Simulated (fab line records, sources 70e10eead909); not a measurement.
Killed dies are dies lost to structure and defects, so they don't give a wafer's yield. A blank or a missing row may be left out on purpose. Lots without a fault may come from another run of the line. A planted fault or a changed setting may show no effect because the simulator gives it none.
Which tool did it? | flow nand_harc | 12 lots, 36 wafers sampled, at 6 steps of a route of 1159

WHAT THE GAUGES READ, wafer by wafer
NHARC_P_M2_CD_MEAS_09: target cd 170 nm. Usual: cd_nm 170.2 nm, standard deviation 0.63.
lot  | measured     | on        | cd_nm (nm)        | flag
L474 | day 6 06:29  | cd_sem-01 | 169.7 170.5 170.2 |
L476 | day 6 11:25  | cd_sem-03 | 170.1 171.2 170.2 |
L478 | day 7 09:46  | cd_sem-01 | 170.8 169.9 170.1 |
L484 | day 8 09:41  | cd_sem-02 | 169.6 169.8 170.2 |
L483 | day 8 10:16  | cd_sem-01 | 170.5 169.3 170.0 |
L488 | day 9 13:01  | cd_sem-02 | 170.6 170.9 170.8 |
L487 | day 10 05:14 | cd_sem-01 | 169.0 169.2 170.0 |
L493 | day 10 23:41 | cd_sem-01 | 169.8 169.7 169.0 |
L495 | day 11 02:48 | cd_sem-01 | 171.1 170.6 170.6 |
L494 | day 11 03:47 | cd_sem-02 | 169.9 170.1 169.6 |
L496 | day 11 17:23 | cd_sem-01 | 170.1 169.7 169.3 |
L497 | day 12 06:43 | cd_sem-01 | 169.5 170.0 169.6 |

NHARC_P_M2_OVL_MEAS_10: pitch 340 nm. Usual: overlay_x_nm 0.2 nm, standard deviation 0.97; overlay_y_nm -0.1 nm, standard deviation 0.73.
lot  | measured     | on         | overlay_x_nm (nm) | overlay_y_nm (nm) | flag
L474 | day 6 06:34  | overlay-02 | 1.0 0.6 0.3       | -0.2 -0.1 -0.3    |
L476 | day 6 11:31  | overlay-02 | 0.0 0.3 0.1       | 0.6 1.3 0.7       |
L478 | day 7 09:51  | overlay-02 | -0.2 -0.6 -0.6    | -0.1 0.1 -0.2     |
L484 | day 8 09:46  | overlay-02 | 0.6 0.4 1.0       | -0.8 -0.1 -0.7    |
L483 | day 8 10:22  | overlay-02 | -1.3 -1.2 -1.2    | 0.1 0.2 -0.2      |
L488 | day 9 13:07  | overlay-02 | -0.1 0.0 -0.4     | -0.9 -0.8 -1.3    |
L487 | day 10 05:20 | overlay-01 | 2.0 2.1 1.7       | -0.8 -0.3 -0.6    |
L493 | day 10 23:46 | overlay-02 | 1.2 0.9 1.1       | 0.8 0.5 1.1       |
L495 | day 11 02:53 | overlay-01 | 0.8 0.1 0.7       | -0.5 0.4 0.4      |
L494 | day 11 03:52 | overlay-02 | 0.2 0.1 0.9       | 0.4 0.3 0.5       |
L496 | day 11 17:28 | overlay-01 | 0.7 1.2 0.2       | -1.7 -1.4 -1.8    |
L497 | day 12 06:47 | overlay-01 | -0.2 -0.3 0.1     | -0.4 0.0 -0.9     |

NHARC_P_BONDPAD_THK_MEAS_33: measures by ellipsometry. Usual: thk_nm 200.1 nm, standard deviation 1.6.
lot  | measured     | on            | thk_nm (nm)       | flag
L474 | day 6 10:28  | film_metro-01 | 200.3 199.4 200.9 |
L476 | day 6 15:29  | film_metro-02 | 198.4 199.1 199.0 |
L478 | day 7 14:29  | film_metro-01 | 198.2 199.0 197.5 |
L484 | day 8 13:57  | film_metro-02 | 253.0 253.1 255.5 | OFF
L483 | day 8 14:16  | film_metro-02 | 252.1 249.6 256.6 | OFF
L488 | day 9 17:11  | film_metro-01 | 252.7 247.2 253.7 | OFF
L487 | day 10 09:19 | film_metro-02 | 198.1 199.7 199.5 |
L493 | day 11 04:04 | film_metro-02 | 201.4 199.6 202.3 |
L495 | day 11 06:46 | film_metro-02 | 201.8 202.3 201.5 |
L494 | day 11 07:49 | film_metro-01 | 201.4 201.4 201.9 |
L496 | day 11 21:26 | film_metro-02 | 203.2 201.5 200.0 |
L497 | day 12 10:53 | film_metro-02 | 199.6 199.2 197.9 |

NHARC_END_SORT_01. Usual: defect_limited_yield 95.3 %, standard deviation 1.7; killed_at_array 28, standard deviation 11; killed_at_other 0.5, standard deviation 0.85; killed_at_periphery 2.7, standard deviation 1.9; killed_dies 32, standard deviation 12; killed_open 3.3, standard deviation 1.6; killed_short 2.1, standard deviation 1.5; sort_bin_2_pct 1.5 %, standard deviation 0.71; sort_bin_3_pct 0.25 %, standard deviation 0.23; sort_bin_4_pct 3.0 %, standard deviation 1.1; sort_n_pass 645, standard deviation 12; sort_rim_yield_pct 95 %, standard deviation 3.1; sort_yield_pct 95.3 %, standard deviation 1.7.
lot  | measured     | on        | defect_limited_yield (%) | killed_at_array | killed_at_other | killed_at_periphery | killed_dies | killed_open | killed_short | sort_bin_2_pct (%) | sort_bin_3_pct (%) | sort_bin_4_pct (%) | sort_n_pass | sort_rim_yield_pct (%) | sort_yield_pct (%) | flag
L474 | day 20 01:11 | prober-02 | 96.6 98.1 97.0           | 21 11 19        | 0 0 0           | 2 2 1               | 23 13 20    | 3 3 2       | 1 3 1        | 1.0 0.9 0.6        | 0 0 0.15           | 2.4 1.0 2.2        | 654 664 657 | 97 98 94               | 96.6 98.1 97.0     |
L476 | day 20 01:04 | prober-01 | 96.8 94.5 95.1           | 22 33 29        | 0 0 0           | 0 4 4               | 22 37 33    | 2 3 2       | 1 1 3        | 1.0 1.2 1.2        | 0.15 0.15 0.74     | 2.1 4.1 3.0        | 655 640 644 | 95 94 95               | 96.8 94.5 95.1     |
L478 | day 21 09:08 | prober-01 | 96.0 95.9 97.0           | 22 24 15        | 0 0 0           | 5 4 5               | 27 28 20    | 4 1 2       | 3 1 1        | 1.8 1.5 0.6        | 0.30 0.15 0.30     | 1.9 2.5 2.1        | 650 649 657 | 97 100 93              | 96.0 95.9 97.0     |
L484 | day 22 09:43 | prober-01 | 0 0 0                    | 22 18 16        | 3 1 1           | 652 658 660         | 677 677 677 | 7 4 2       | 1 1 0        | 97.6 97.5 97.9     | 0 0.44 0           | 2.4 2.1 2.1        | 0 0 0       | 0 0 0                  | 0 0 0              | OFF
L483 | day 21 13:15 | prober-02 | 0 0 0                    | 28 16 24        | 1 0 0           | 648 661 653         | 677 677 677 | 4 3 2       | 4 2 3        | 96.3 98.1 96.8     | 0.30 0.15 0.44     | 3.4 1.8 2.8        | 0 0 0       | 0 0 0                  | 0 0 0              | OFF
L488 | day 22 11:19 | prober-02 | 0 0 0                    | 44 45 48        | 0 1 0           | 633 631 629         | 677 677 677 | 5 5 2       | 1 4 3        | 95.7 95.3 94.4     | 0.15 0.15 0.89     | 4.1 4.6 4.7        | 0 0 0       | 0 0 0                  | 0 0 0              | OFF
L487 | day 23 20:25 | prober-01 | 91.9 93.5 94.8           | 51 42 32        | 0 0 1           | 4 2 2               | 55 44 35    | 6 4 2       | 2 1 4        | 2.5 2.4 2.2        | 0.30 0.30 0.30     | 5.3 3.8 2.7        | 622 633 642 | 96 92 92               | 91.9 93.5 94.8     |
L493 | day 24 21:21 | prober-02 | 95.7 93.2 92.9           | 29 42 44        | 0 0 0           | 0 4 4               | 29 46 48    | 0 3 4       | 1 1 3        | 1.9 1.6 2.4        | 0.30 0.74 0.15     | 2.1 4.4 4.6        | 648 631 629 | 95 98 90               | 95.7 93.2 92.9     |
L495 | day 24 21:24 | prober-01 | 93.5 94.2 95.7           | 41 32 25        | 1 0 1           | 2 7 3               | 44 39 29    | 2 5 0       | 2 3 3        | 2.7 1.2 0.9        | 0.15 0.15 0.30     | 3.7 4.4 3.1        | 633 638 648 | 92 98 93               | 93.5 94.2 95.7     |
L494 | day 24 12:01 | prober-01 | 93.4 91.9 93.8           | 43 53 40        | 0 0 0           | 2 2 2               | 45 55 42    | 4 5 3       | 3 3 0        | 2.7 1.9 1.3        | 0.44 0.30 0.74     | 3.5 5.9 4.1        | 632 622 635 | 89 90 93               | 93.4 91.9 93.8     |
L496 | day 25 03:29 | prober-01 | 92.6 92.3 93.9           | 46 51 41        | 0 1 0           | 4 0 0               | 50 52 41    | 4 0 0       | 2 1 1        | 3.2 1.6 2.1        | 0.15 0.30 0.30     | 4.0 5.8 3.7        | 627 625 636 | 95 99 93               | 92.6 92.3 93.9     |
L497 | day 25 11:16 | prober-01 | 95.0 95.9 94.5           | 29 27 31        | 0 0 0           | 5 1 6               | 34 28 37    | 4 4 5       | 1 2 2        | 1.9 1.5 1.3        | 0 0.15 0.44        | 3.1 2.5 3.7        | 643 649 640 | 99 96 96               | 95.0 95.9 94.5     |

WHICH TOOL RAN EACH LOT (tool, then ch and the chambers of the sampled wafers, then the start)
lot  | NHARC_P_M2_PVD_21                       | NHARC_P_BONDPAD_CMP_32
L474 | pvd_sputter-02, day 6 10:14 or earlier  | cmp-01 ch 0,3, day 6 10:14
L476 | pvd_sputter-01, day 6 15:14 or earlier  | cmp-04 ch 0,3, day 6 15:14
L478 | pvd_sputter-02, day 7 14:14 or earlier  | cmp-04 ch 0,1,2, day 7 14:14
L484 | pvd_sputter-03, day 8 13:45 or earlier  | cmp-02 ch 0,2,3, day 8 13:45
L483 | pvd_sputter-01, day 8 14:02 or earlier  | cmp-04 ch 1,2, day 8 14:02
L488 | pvd_sputter-02, day 9 17:01 or earlier  | cmp-04 ch 0,1,3, day 9 17:01
L487 | pvd_sputter-03, day 10 09:04 or earlier | cmp-02 ch 0,1,3, day 10 09:04
L493 | pvd_sputter-03, day 11 03:51 or earlier | cmp-04 ch 2,3, day 11 03:51
L495 | pvd_sputter-03, day 11 06:35 or earlier | cmp-02 ch 0,2,3, day 11 06:35
L494 | pvd_sputter-02, day 11 07:37 or earlier | cmp-02 ch 0,1,2, day 11 07:37
L496 | pvd_sputter-02, day 11 21:11 or earlier | cmp-02 ch 0,1,2, day 11 21:11
L497 | pvd_sputter-01, day 12 10:38 or earlier | cmp-01 ch 1,2,3, day 12 10:38
- NHARC_P_M2_PVD_21: deposits Cu, target thk 30 nm, time 20.49 s.
- NHARC_P_BONDPAD_CMP_32: polishes SiCN, target thk 200 nm.

WHAT THE TOOLS THEMSELVES READ (means of the sampled wafers that have a number; where no wafer has one, the mark that the record gives instead)
NHARC_P_M2_PVD_21. Usual: throttle_valve_pct 29.9 %, standard deviation 0.81.
lot  | tool           | throttle_valve_pct (%) | flag
L474 | pvd_sputter-02 | 29.9                   |
L476 | pvd_sputter-01 | 29.7                   |
L478 | pvd_sputter-02 | 29.5                   |
L484 | pvd_sputter-03 | 30.1                   |
L483 | pvd_sputter-01 | 31.2                   |
L488 | pvd_sputter-02 | 29.3                   |
L487 | pvd_sputter-03 | 30.1                   |
L493 | pvd_sputter-03 | 30.8                   |
L495 | pvd_sputter-03 | 30.4                   |
L494 | pvd_sputter-02 | 29.7                   |
L496 | pvd_sputter-02 | 30.0                   |
L497 | pvd_sputter-01 | 30.0                   |

NHARC_P_BONDPAD_CMP_32. Usual: edge_zone_pressure_frac 1.000, standard deviation 0.005; motor_current_A 11.8 A, standard deviation 0.98.
lot  | tool   | edge_zone_pressure_frac | motor_current_A (A) | flag
L474 | cmp-01 | 1.000                   | 11.9                |
L476 | cmp-04 | 0.998                   | 11.8                |
L478 | cmp-04 | 0.998                   | 11.5                |
L484 | cmp-02 | -                       | -                   | OFF
L483 | cmp-04 | -                       | -                   | OFF
L488 | cmp-04 | -                       | -                   | OFF
L487 | cmp-02 | 1.003                   | 11.5                |
L493 | cmp-04 | 1.004                   | 11.9                |
L495 | cmp-02 | 1.003                   | 11.4                |
L494 | cmp-02 | 1.000                   | 11.6                |
L496 | cmp-02 | 1.002                   | 11.8                |
L497 | cmp-01 | 0.997                   | 12.2                |

THE ANSWER, worked out from the rows above alone
Rule: a lot is off if the mean of its wafers that have a number lies more than 3 standard deviations from the usual mean. A lot without any number at a reading at which 4 lots or more have one is off too. The other lots that the step has rows for count as sound. The gauges are gone through in route order, then the tools' own readings, and for those a lot's mean is taken as printed above. The first step at which some lot is off is used, and at that step the reading that is off furthest; a lot without a number counts as furthest.
Off: L484, L483, L488, at NHARC_P_BONDPAD_THK_MEAS_33 (thk_nm).
A tool fits if, at a process step before that reading, it ran every lot that is off, and no sound lot after the first of them. The gauges at NHARC_P_BONDPAD_THK_MEAS_33 aren't tried: what is off there is off at NHARC_END_SORT_01 too, on other tools, and a gauge's error can't cause that. NHARC_P_M2_PVD_21 gives no start for some lots, so the hours and the order of its lots are those of NHARC_P_BONDPAD_CMP_32. None of those tried fits.

WHAT THE SIMULATOR HAD PUT IN
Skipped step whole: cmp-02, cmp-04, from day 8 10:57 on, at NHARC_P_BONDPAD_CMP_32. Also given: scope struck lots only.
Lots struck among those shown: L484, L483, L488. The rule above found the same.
